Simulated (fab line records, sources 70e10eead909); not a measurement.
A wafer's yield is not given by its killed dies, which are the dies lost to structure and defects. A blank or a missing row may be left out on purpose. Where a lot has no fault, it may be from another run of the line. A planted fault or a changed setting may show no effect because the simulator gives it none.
Comparing a struck lot with a sound one ; flow nand_harc ; 43 out of 1302 route steps
Sound: the wafers L888.1, L888.3, L888.5. Wafers struck: L896.2, L896.4, L896.6. The cause is named last.
Per side, at each step with rows, come the tool, then ch with its chambers, and then its first start. Under that, the readings that differ: sound wafers ; struck wafers ; difference of the means ; sigmas: that difference in standard deviations of wafers without a fault.
alike: same words and numbers on both sides, and readings whose means sit less than 2 such deviations apart. not compared: any withheld reading, any reading some wafer has no value for, any bound like >300 that may hide the same value, and any number with overlapping values for which the record gives no deviation.
The two part at a step that has a row with sigmas, a row that says differs or no value, or rows on one side only. When numbers do not overlap yet have no deviation, they are printed without sigmas and do not part them. A reading missing from all wafers of one side parts the sides only when that side holds two or more wafers.

NHARC_P_ZERO_WELL_CD_MEAS_11: the cd target is 500 nm.
  sound on cd_sem-02 ch 0, day 2 17:14; struck on cd_sem-01 ch 0, day 6 01:14
  alike: cd_nm
then, 1 step without rows for these wafers: NHARC_P_ZERO_WELL_HARDBAKE_12 (time 65 s).
NHARC_P_ZERO_WELL_DESCUM_13: chemistry O2, time 3 s.
  sound on rie_diel-04 ch 1,2,3, day 2 17:24; struck on rie_diel-13 ch 0,1, day 6 01:23
  alike: drypump_motor_current_A, oes_product_au, rf_vpp_V, showerhead_plenum_p_Torr, throttle_valve_pct
  not compared: rf_hours_counter_h
NHARC_P_ZERO_WELL_ETCH_65: etches the open film in N2/H2, target depth 80 nm, overetch 24 nm, time 87.88 s.
  sound on rie_diel-04 ch 0,1, day 2 17:29; struck on rie_diel-13 ch 1,2,3, day 6 01:29
reading;sound;struck;difference;sigmas
showerhead_plenum_p_Torr (Torr);2.15 2.19 2.19;1.91 2.08 1.94;-0.20;-2
  alike: drypump_motor_current_A, n2_flow_sccm, oes_product_au, rf_vpp_V, throttle_valve_pct
  not compared: rf_hours_counter_h
NHARC_P_ZERO_WELL_ETCH_62: etches the open film in CHF3/Ar, target depth 13 nm, time 6.5 s.
  sound: rie_diel-04 ch 2,3; struck: rie_diel-13 ch 0,2,3
  alike: drypump_motor_current_A, oes_product_au, rf_vpp_V, showerhead_plenum_p_Torr, throttle_valve_pct
  not compared: rf_hours_counter_h
NHARC_P_ZERO_WELL_ETCH_63: etches the open film in HBr/Cl2, target depth 120 nm, time 40.1 s.
  sound on rie_si-06 ch 1,2, day 2 17:40; struck on rie_si-06 ch 0,2, day 6 01:39
  alike: drypump_motor_current_A, oes_product_au, throttle_valve_pct
  not compared: rf_hours_counter_h
then, 6 steps without rows for these wafers: NHARC_P_ZERO_WELL_STRIP_15 (strips in SPM, time 900 s); NHARC_P_ZERO_WELL_DEHYDRATE_16 (time 120 s); NHARC_P_ZERO_WELL_HMDS_17 (time 30 s); NHARC_P_ZERO_WELL_COAT_18; NHARC_P_ZERO_WELL_SOFTBAKE_19 (time 95 s); NHARC_P_ZERO_WELL_EBR_20.
NHARC_P_ZERO_WELL_EXPOSE_21: exposes mask P NWELL, target cd 720 nm.
  sound on krf_scanner-03 ch 0, day 2 18:26; struck on krf_scanner-03 ch 0, day 6 02:26
reading;sound;struck;difference;sigmas
model.P_ZERO_WELL.overlay_x_nm (nm);-8.209 -8.209 -8.209;295.8 295.8 295.8;+304.0;
  alike: mask
then, 2 steps without rows for these wafers: NHARC_P_ZERO_WELL_PEB_22 (peb time 85 s); NHARC_P_ZERO_WELL_DEVELOP_23 (time 70 s).
NHARC_P_ZERO_WELL_CD_MEAS_24: the cd target is 720 nm.
  sound on cd_sem-02 ch 0, day 2 18:35; struck on cd_sem-01 ch 0, day 6 02:35
  alike: cd_nm
then, 14 steps without rows for these wafers: NHARC_P_ZERO_WELL_HARDBAKE_25 (time 80 s); NHARC_P_ZERO_WELL_DESCUM_26 (chemistry O2, time 3 s); NHARC_P_ZERO_WELL_IMPLANT_27; NHARC_P_ZERO_WELL_IMPLANT_57; NHARC_P_ZERO_WELL_IMPLANT_58; NHARC_P_ZERO_WELL_STRIP_28 (strips in SPM, time 840 s); NHARC_P_ZERO_WELL_DEHYDRATE_29 (time 120 s); NHARC_P_ZERO_WELL_HMDS_30 (time 30 s); NHARC_P_ZERO_WELL_COAT_31; NHARC_P_ZERO_WELL_SOFTBAKE_32 (time 95 s); NHARC_P_ZERO_WELL_EBR_33; NHARC_P_ZERO_WELL_EXPOSE_34 (exposes mask P PWELL, target cd 720 nm); NHARC_P_ZERO_WELL_PEB_35 (peb time 85 s); NHARC_P_ZERO_WELL_DEVELOP_36 (time 70 s).
NHARC_P_ZERO_WELL_CD_MEAS_37: the cd target is 720 nm.
  sound on cd_sem-01 ch 0, day 2 20:14; struck on cd_sem-03 ch 0, day 6 04:13
  alike: cd_nm
then, 1 step without rows for these wafers: NHARC_P_ZERO_WELL_HARDBAKE_38 (time 80 s).
NHARC_P_ZERO_WELL_DESCUM_39: chemistry O2, time 3 s.
  sound on rie_diel-04 ch 0,1, day 2 20:24; struck on rie_diel-13 ch 0,2,3, day 6 04:25
  alike: drypump_motor_current_A, oes_product_au, rf_vpp_V, showerhead_plenum_p_Torr, throttle_valve_pct
  not compared: rf_hours_counter_h
then, 9 steps without rows for these wafers: NHARC_P_ZERO_WELL_IMPLANT_40; NHARC_P_ZERO_WELL_IMPLANT_59; NHARC_P_ZERO_WELL_IMPLANT_60; NHARC_P_ZERO_WELL_STRIP_41 (strips in SPM, time 840 s); NHARC_P_ZERO_WELL_DEHYDRATE_44 (time 120 s); NHARC_P_ZERO_WELL_HMDS_45 (time 30 s); NHARC_P_ZERO_WELL_COAT_46; NHARC_P_ZERO_WELL_SOFTBAKE_47 (time 95 s); NHARC_P_ZERO_WELL_EBR_48.
-- the record jumps here: 23 days lie between the struck wafers' starts before and after (it left off in module P_ZERO_WELL and takes up again in module END, whose first step shown is number 1302 of the route) --
NHARC_END_SORT_01:
  the record has rows for the struck wafers here (prober-02 ch 0, day 29 13:30) and none for the sound ones

## WHERE THEY PART
At NHARC_P_ZERO_WELL_ETCH_65 first; at NHARC_END_SORT_01 last (within this record only).

WHY: what the simulator had put in
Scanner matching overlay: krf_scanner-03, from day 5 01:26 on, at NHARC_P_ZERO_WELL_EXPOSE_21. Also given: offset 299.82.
